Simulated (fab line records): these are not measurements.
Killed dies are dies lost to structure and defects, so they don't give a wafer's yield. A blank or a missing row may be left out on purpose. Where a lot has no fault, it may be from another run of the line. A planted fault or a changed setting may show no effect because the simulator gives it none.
Which tool is to blame? -- flow nandHarc -- 24 lots with 72 wafers sampled at 4 steps, on a route of 1159 steps

== WHAT THE GAUGES READ, wafer by wafer ==
NHARC_A_CONTACT_CD_MEAS_69: the cd target is 200 nm.
lot,measured,on,cdNm (nm)
L074,day 16 07:02,cdSem-03,200.6 199.6 199.6
L077,day 16 22:02,cdSem-03,200.7 200.0 200.7
L076,day 16 22:17,cdSem-01,199.9 200.0 199.8
L079,day 17 04:21,cdSem-03,199.5 200.3 200.5
L075,day 17 05:13,cdSem-01,200.0 199.4 199.9
L078,day 17 09:05,cdSem-02,199.7 199.5 199.4
L080,day 18 13:55,cdSem-01,199.6 199.8 199.7
L081,day 18 15:29,cdSem-03,199.7 199.9 199.9
L083,day 18 22:04,cdSem-02,199.6 199.5 199.9
L082,day 19 00:53,cdSem-03,200.0 200.0 199.7
L084,day 19 04:32,cdSem-02,199.9 199.2 199.2
L085,day 19 06:20,cdSem-01,200.3 199.7 199.9
L087,day 19 23:23,cdSem-01,200.4 200.3 200.1
L086,day 20 00:05,cdSem-02,200.4 199.5 199.9
L092,day 20 11:40,cdSem-02,200.4 200.5 200.4
L091,day 20 14:11,cdSem-02,199.6 199.3 199.9
L089,day 20 20:10,cdSem-02,199.8 200.0 200.2
L088,day 21 01:23,cdSem-01,200.1 199.5 199.8
L093,day 21 03:29,cdSem-01,200.4 200.6 200.1
L090,day 21 07:43,cdSem-02,200.9 200.0 200.2
L094,day 21 18:38,cdSem-02,199.8 199.9 200.5
L095,day 21 21:27,cdSem-01,200.3 200.1 200.0
L096,day 22 07:28,cdSem-01,200.6 200.8 200.3
L097,day 22 14:40,cdSem-02,200.0 199.8 200.0

NHARC_A_CONTACT_OVL_MEAS_09.
lot,measured,on,overlayXNm (nm),overlayYNm (nm)
L074,day 16 17:12,overlay-01,-0.8 -1.1 -1.5,1.4 1.0 1.5
L077,day 17 05:28,overlay-01,1.3 1.4 0.6,1.1 0.4 0.8
L076,day 17 06:50,overlay-01,-0.5 0.7 0.2,-0.5 0.0 -0.3
L079,day 17 11:03,overlay-02,-0.5 0.3 0.1,0.7 0.9 0.8
L075,day 17 12:13,overlay-02,-0.7 -0.8 -1.1,2.3 1.3 2.0
L078,day 17 16:34,overlay-01,1.6 1.0 1.9,-0.5 -1.0 -0.8
L080,day 18 20:26,overlay-01,-0.8 -0.7 -0.5,0.3 0.6 0.3
L081,day 18 23:05,overlay-01,0.2 -0.2 -0.8,0.4 1.2 0.8
L083,day 19 05:53,overlay-01,0.4 -0.6 0.7,1.2 1.5 1.3
L082,day 19 07:38,overlay-02,-0.6 -0.3 -0.6,-1.0 -0.6 -1.0
L084,day 19 11:13,overlay-01,1.0 1.4 0.7,0.9 0.8 0.3
L085,day 19 13:39,overlay-02,-0.1 -0.4 -0.5,-0.3 -0.6 -0.6
L087,day 20 06:02,overlay-02,0.3 -0.2 0.1,-0.1 -0.1 -0.3
L086,day 20 07:11,overlay-01,0.1 0.1 0.2,0.3 0.9 0.6
L092,day 20 19:35,overlay-02,1.0 0.1 1.1,1.7 1.3 1.4
L091,day 20 21:36,overlay-01,0.9 0.3 1.0,0.5 0.4 0.7
L089,day 21 04:40,overlay-02,1.9 1.5 1.2,1.3 0.9 1.3
L088,day 21 10:37,overlay-01,0.5 0.4 0.8,-1.3 -0.9 -0.9
L093,day 21 11:51,overlay-01,0.3 0.4 -0.1,-2.6 -2.5 -2.2
L090,day 21 15:07,overlay-01,0.7 0.8 0.9,-0.1 -0.3 0.5
L094,day 22 01:44,overlay-02,-1.0 -0.6 -0.4,-0.2 0.2 0.1
L095,day 22 04:04,overlay-01,0.7 0.7 1.1,0.3 0.3 0.3
L096,day 22 18:14,overlay-02,-0.3 0.6 0.1,-0.2 -0.3 -0.2
L097,day 22 23:29,overlay-02,-0.5 -0.3 -0.8,-0.3 -0.4 -0.4

== WHICH TOOL RAN EACH LOT (tool, then ch and the chambers of the sampled wafers, then the start) ==
lot,NHARC_A_CONTACT_ETCH_127,NHARC_A_CONTACT_DEP_84
L074,"harCapEtch-01 ch 0,1, day 16 08:55","aclDep-03 ch 0, day 16 15:43"
L077,"harCapEtch-03 ch 0,1, day 16 23:50","aclDep-01 ch 0, day 17 02:57"
L076,"harCapEtch-01 ch 0,1, day 17 00:35","aclDep-03 ch 0, day 17 04:46"
L079,"harCapEtch-01 ch 0,1, day 17 06:22","aclDep-01 ch 0, day 17 09:10"
L075,"harCapEtch-02 ch 0,1, day 17 07:23","aclDep-01 ch 0, day 17 10:53"
L078,"harCapEtch-03 ch 0,1, day 17 11:02","aclDep-01 ch 0, day 17 14:37"
L080,"harCapEtch-03 ch 0,1, day 18 15:49","aclDep-02 ch 0, day 18 18:45"
L081,"harCapEtch-01 ch 0,1, day 18 17:32","aclDep-01 ch 0, day 18 21:21"
L083,"harCapEtch-03 ch 0,1, day 19 00:04","aclDep-02 ch 0, day 19 03:48"
L082,"harCapEtch-03 ch 1, day 19 02:40","aclDep-03 ch 0, day 19 05:42"
L084,"harCapEtch-01 ch 0,1, day 19 06:28","aclDep-01 ch 0, day 19 09:08"
L085,"harCapEtch-03 ch 1, day 19 08:29","aclDep-01 ch 0, day 19 11:40"
L087,"harCapEtch-01 ch 0,1, day 20 01:23","aclDep-01 ch 0, day 20 04:01"
L086,"harCapEtch-03 ch 0,1, day 20 02:29","aclDep-02 ch 0, day 20 05:07"
L092,"harCapEtch-03 ch 0,1, day 20 13:28","aclDep-01 ch 0, day 20 17:41"
L091,"harCapEtch-02 ch 0,1, day 20 16:33","aclDep-02 ch 0, day 20 19:58"
L089,"harCapEtch-03 ch 0,1, day 20 22:14","aclDep-03 ch 0, day 21 02:34"
L088,"harCapEtch-03 ch 1, day 21 04:37","aclDep-03 ch 0, day 21 08:41"
L093,"harCapEtch-01 ch 0,1, day 21 05:16","aclDep-03 ch 0, day 21 09:55"
L090,"harCapEtch-03 ch 0,1, day 21 09:36","aclDep-01 ch 0, day 21 13:03"
L094,"harCapEtch-02 ch 0,1, day 21 20:49","aclDep-01 ch 0, day 21 23:44"
L095,"harCapEtch-01 ch 0,1, day 21 23:22","aclDep-01 ch 0, day 22 02:03"
L096,"harCapEtch-02 ch 0,1, day 22 09:24","aclDep-01 ch 0, day 22 16:11"
L097,"harCapEtch-02 ch 0, day 22 16:30","aclDep-01 ch 0, day 22 21:34"
- NHARC_A_CONTACT_ETCH_127: etches the open film in C4F8/O2/Ar, time 155 s, target depth 956 nm.
- NHARC_A_CONTACT_DEP_84: deposits aC, target thk 2000 nm.

== AS READ BY THE TOOLS THEMSELVES (means over the sampled wafers that have a number; for cases with no such wafer, the mark the record gives instead) ==
NHARC_A_CONTACT_DEP_84.
lot,tool,throttleValvePct (%)
L074,aclDep-03,34.996
L077,aclDep-01,34.999
L076,aclDep-03,34.994
L079,aclDep-01,35.007
L075,aclDep-01,34.999
L078,aclDep-01,34.999
L080,aclDep-02,34.997
L081,aclDep-01,34.999
L083,aclDep-02,35.003
L082,aclDep-03,34.997
L084,aclDep-01,35.002
L085,aclDep-01,35.001
L087,aclDep-01,35.000
L086,aclDep-02,35.005
L092,aclDep-01,34.999
L091,aclDep-02,35.005
L089,aclDep-03,34.998
L088,aclDep-03,34.999
L093,aclDep-03,35.000
L090,aclDep-01,35.007
L094,aclDep-01,35.000
L095,aclDep-01,35.005
L096,aclDep-01,35.003
L097,aclDep-01,35.004

== THE ANSWER, worked out from the rows above alone ==
Rule: the usual values come from the lots themselves. The widest of any qualifying gaps counts: lots, ordered by their means at a reading, are off when they make up no more than a third of the lots, leave a main group of 4 or more, and stand apart from it by 3 or more times the standard deviation of that group's means. A main group is skipped when, at the precision printed for the reading in the tables above, its means are all equal. A lot without any number at a reading at which 4 lots or more have one is off too. Any other lot the step has rows for is counted as sound. The gauges are gone through in route order, then the tools' own readings, and for those a lot's mean is taken as printed above. At the first step where some lot is off, the reading lying furthest off is the one used; lots without a number count as furthest.
None of the lots is off at any reading shown; this tells nothing.

== WHAT THE SIMULATOR PUT IN ==
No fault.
